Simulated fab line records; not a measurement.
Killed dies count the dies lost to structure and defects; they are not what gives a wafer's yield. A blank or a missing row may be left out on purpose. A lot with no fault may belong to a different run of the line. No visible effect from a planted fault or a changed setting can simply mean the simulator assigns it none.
One fault through the eyes of 2 desks | flow n5 finfet | only its own numbers are on each desk; what lay behind them is given at the end

DESK OF THE TOOL OWNER: vapor etch-01
The tool's own readings at N5_STI_FIN_REVEAL_RECESS_09 (chemistry HF/NH3, target SiO2, afs cycles 11, target depth 42.5 nm, sublimation time 60 s): means of the sampled wafers that have a number, for each lot that ran on this tool. The brackets show how far a lot's mean lies from the usual mean; more than 4 standard deviations puts the lot out of limits, marked OUT.
Columns: A = drypump motor current A at N5_STI_FIN_REVEAL_RECESS_09, usual 5.3 A
lot  | first seen here | A
L515 | day 2 09:56     | 5.9
L518 | day 3 04:16     | 5.8
L521 | day 3 21:01     | 5.7
L525 | day 4 23:38     | 5.7
L526 | day 5 05:41     | 5.9
This desk's verdict: no lot among the 5 shows anything out of limits.

METROLOGY DESK
What the gauges read for every lot (on any tool): the sampled wafers with a number, averaged. The brackets show how far a lot's mean lies from the usual mean; more than 4 standard deviations puts the lot out of limits, marked OUT.
Columns: A = trench depth nm at N5_STI_FIN_REVEAL_FIN_H_MEAS_10, usual 51.6 nm
lot  | first seen here | A
L515 | day 2 12:38     | 51.3
L517 | day 3 02:20     | 52.2
L518 | day 3 06:59     | 51.8
L519 | day 3 12:52     | 51.3
L520 | day 3 19:08     | 51.8
L521 | day 3 23:46     | 52.3
L522 | day 4 06:18     | 51.8
L525 | day 5 01:54     | 53.9
L526 | day 5 07:53     | 53.0
L531 | day 6 12:52     | 50.6
L534 | day 7 09:19     | 51.6
L536 | day 8 03:58     | 52.3
This desk's verdict: no lot among the 12 shows anything out of limits.

ALL TOGETHER
Nothing out of limits was seen by the tool owner's desk.
Metrology desk: nothing out of limits seen.

WHAT WAS PUT IN BY THE SIMULATOR
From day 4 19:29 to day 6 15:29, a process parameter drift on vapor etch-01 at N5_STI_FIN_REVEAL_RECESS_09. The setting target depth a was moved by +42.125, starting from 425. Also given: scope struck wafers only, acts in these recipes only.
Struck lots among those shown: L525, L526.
